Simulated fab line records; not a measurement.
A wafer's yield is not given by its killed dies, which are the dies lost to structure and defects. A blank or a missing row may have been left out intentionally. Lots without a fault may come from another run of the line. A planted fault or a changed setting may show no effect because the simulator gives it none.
Lot-split experiment	flow n5Finfet	7 lots, 21 wafers read, on a route of 1938 steps

## THE SPLIT ITSELF
At N5_DUMMY_GATE_PECVD_30 (deposits SiO2 from TEOS/O2, target thk 55 nm, time 10.8 s), the setting timeS was moved away from the recipe's 10.8 s on 7 of the 21 wafers read, by -12.3% to +15.0%. The other wafers ran this setting at the recipe's value.

## FROM THE SPLIT TO THE READING: what the file shows between them, 5 steps
- N5_DUMMY_GATE_COAT_34: time 60 s, resist thk 60 nm
- N5_DUMMY_GATE_COAT_35: time 60 s, resist thk 10 nm
- N5_DUMMY_GATE_ETCH_31: etches SiO2 in C4F6/O2, target depth 82.5 nm, time 27.5 s
- N5_DUMMY_GATE_STRIP_41: strips in O2
- N5_DUMMY_GATE_HM_OPEN_21: chemistry CH3F/O2, target SiNx, target depth 120 nm, time 171.4 s

## THE READING
SiO2_of_DUMMY_GATE_PECVD_30.thkNm (the simulator's own value, which no gauge read), in nm, at N5_DUMMY_GATE_ETCH_32 (etches SiO2 in CF4, target depth 3.5 nm, time 3.9 s). The file gives no usual value for it. Average 41.3 nm, standard deviation 0.86 nm, over the 14 wafers here run with the recipe.

wafer	tool, chamber at the split	timeS as run, s	against the recipe	SiO2_of_DUMMY_GATE_PECVD_30.thkNm, nm	against lot-mates on the recipe
L077.1	pecvd-03, 1	10.8	recipe	39.2	-
L077.2	pecvd-03, 0	10.8	recipe	41	-
L077.6	pecvd-03, 1	9.474	-12.3%	35	-5.1
L079.2	pecvd-04, 0	10.8	recipe	40.4	-
L079.4	pecvd-04, 0	11.8	+9.3%	47	+6.3
L079.6	pecvd-04, 2	10.8	recipe	41	-
L080.3	pecvd-04, 2	11.7	+8.3%	44.8	no lot-mate on the recipe
L080.4	pecvd-04, 2	11.7	+8.3%	45.6	no lot-mate on the recipe
L080.6	pecvd-04, 1	11.7	+8.3%	46.2	no lot-mate on the recipe
L081.1	pecvd-04, 2	12.42	+15.0%	49.2	+7.8
L081.2	pecvd-04, 1	10.8	recipe	41.4	-
L081.3	pecvd-04, 0	10.8	recipe	41.4	-
L083.1	pecvd-04, 0,2	10.8	recipe	41.2	-
L083.3	pecvd-04, 2	10.8	recipe	40.6	-
L083.6	pecvd-04, 0,2	10.8	recipe	41.4	-
L085.2	pecvd-04, 1	10.32	-4.4%	40	-2.5
L085.4	pecvd-04, 2	10.8	recipe	42.4	-
L085.6	pecvd-04, 0	10.8	recipe	42.6	-
L096.4	pecvd-03, 0	10.8	recipe	42	-
L096.5	pecvd-03, 2	10.8	recipe	42.2	-
L096.6	pecvd-03, 1	10.8	recipe	40.8	-
Where a row lists several chambers, the file gives one row for several wafers and doesn't say which wafer went through which chamber.

FIT RESULTS
A straight line over all 21 wafers: SiO2_of_DUMMY_GATE_PECVD_30.thkNm changes by +0.52 nm for each +1% of timeS; r = +0.96; the points scatter about the line by 0.83 nm.
The same after taking each lot's own level away (the mean of its wafers on the recipe; 18 wafers): +0.515 nm for each +1%; r = +0.97; scatter 0.65 nm.
Per that fit: largest timeS move, reading shift of 7.7 nm.
Measured against the standard deviation above, the lots' own levels, which go from 40.10 to 42.50 nm, span 2.8 times it.
So the lot-to-lot level changes the slope little: the two slopes agree.
Check: with one of the wafers moved furthest among these (+15.0%) left out of the fit, the line predicts +7.95 nm for it against its lot-mates. Against them it came out at +7.8 nm.

## OTHER SPLITS ON THESE WAFERS
Note: prior to the reading, these wafers also went through further splits. Each is held against what the fit with the lots' levels taken away leaves over:
other split on the same wafers	wafers away from the commonest value	r with SiO2_of_DUMMY_GATE_PECVD_30.thkNm (lot level and that fit taken away)
N5_FIN_CUT_COAT_19 spinRpm	10	+0.32
N5_DUMMY_GATE_CVD_03 tempC	18	+0.16

## THE WHOLE CHAIN: every reading that the file lists as answering this split, in the file's order
step	what it does	reading	change (the file's fit)	r (the file's)
N5_DUMMY_GATE_PECVD_30	deposits SiO2 from TEOS/O2, target thk 55 nm, time 10.8 s	SiO2_of_DUMMY_GATE_PECVD_30.thkNm (the simulator's own value, which no gauge read)	+0.526 nm for each +1% of the setting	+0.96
N5_DUMMY_GATE_HM_OPEN_21	chemistry CH3F/O2, target SiNx, target depth 120 nm, time 171.4 s	SiO2_of_DUMMY_GATE_PECVD_30.thkNm (the simulator's own value, which no gauge read)	+0.511 nm for each +1% of the setting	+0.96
N5_DUMMY_GATE_ETCH_32	etches SiO2 in CF4, target depth 3.5 nm, time 3.9 s	SiO2_of_DUMMY_GATE_PECVD_30.thkNm (the simulator's own value, which no gauge read)	+0.518 nm for each +1% of the setting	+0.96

## THE FILE'S OWN FIT
SiO2_of_DUMMY_GATE_PECVD_30.thkNm changes by +0.518 nm for each +1% of timeS, r = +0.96.
